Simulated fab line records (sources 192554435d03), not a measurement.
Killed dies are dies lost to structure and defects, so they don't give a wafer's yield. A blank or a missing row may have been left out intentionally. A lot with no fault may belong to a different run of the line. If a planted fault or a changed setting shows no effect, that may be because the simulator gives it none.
Which tool did it? / flow n5 finfet / at 1 step of a route of 1938, 12 lots with 36 wafers sampled

== WHAT EACH GAUGE READ, for each wafer ==
N5_MOL_CONTACT_COAG_OVL_MEAS_85.
lot=L075; measured=day 5 06:33; on=overlay-01; VG_OVL (nm)=0.3 0.3 0.6
lot=L077; measured=day 5 18:06; on=overlay-02; VG_OVL (nm)=1.2 1.3 0.7
lot=L079; measured=day 6 09:28; on=overlay-01; VG_OVL (nm)=1.2 0.8 0.4
lot=L081; measured=day 6 22:15; on=overlay-02; VG_OVL (nm)=-0.9 -0.1 0.5
lot=L083; measured=day 7 09:10; on=overlay-02; VG_OVL (nm)=-1.2 0.0 -1.2
lot=L085; measured=day 7 23:43; on=overlay-02; VG_OVL (nm)=-0.5 0.1 0.9
lot=L087; measured=day 8 15:13; on=overlay-01; VG_OVL (nm)=-0.9 -1.1 -0.4
lot=L089; measured=day 9 05:11; on=overlay-01; VG_OVL (nm)=-0.3 0.2 0.4
lot=L091; measured=day 9 12:19; on=overlay-01; VG_OVL (nm)=0.6 1.2 2.1
lot=L093; measured=day 9 23:51; on=overlay-02; VG_OVL (nm)=-0.8 -0.9 -1.4
lot=L095; measured=day 10 19:52; on=overlay-01; VG_OVL (nm)=-0.3 0.2 0.7
lot=L097; measured=day 11 06:01; on=overlay-01; VG_OVL (nm)=0.0 -0.2 -0.4

== EACH LOT AND THE TOOL THAT RAN IT (in order: tool; ch and the chambers of the sampled wafers; start) ==
Before these readings, the record contains no process step.

== THE ANSWER, worked out from the rows above alone ==
Rule: what is usual is taken from the lots themselves. The widest of any qualifying gaps counts: lots, ordered by their means at a reading, are off when they make up no more than a third of the lots, leave a main group of 4 or more, and stand apart from it by 3 or more times the standard deviation of that group's means. Not used: any main group whose means are identical at the precision the tables above print for the reading. Also off: a lot with no number at a reading for which 4 or more lots have one. The other lots that the step has rows for count as sound.
Nothing can be told from this: no lot is off at any reading shown.

== WHAT THE SIMULATOR HAD PUT IN ==
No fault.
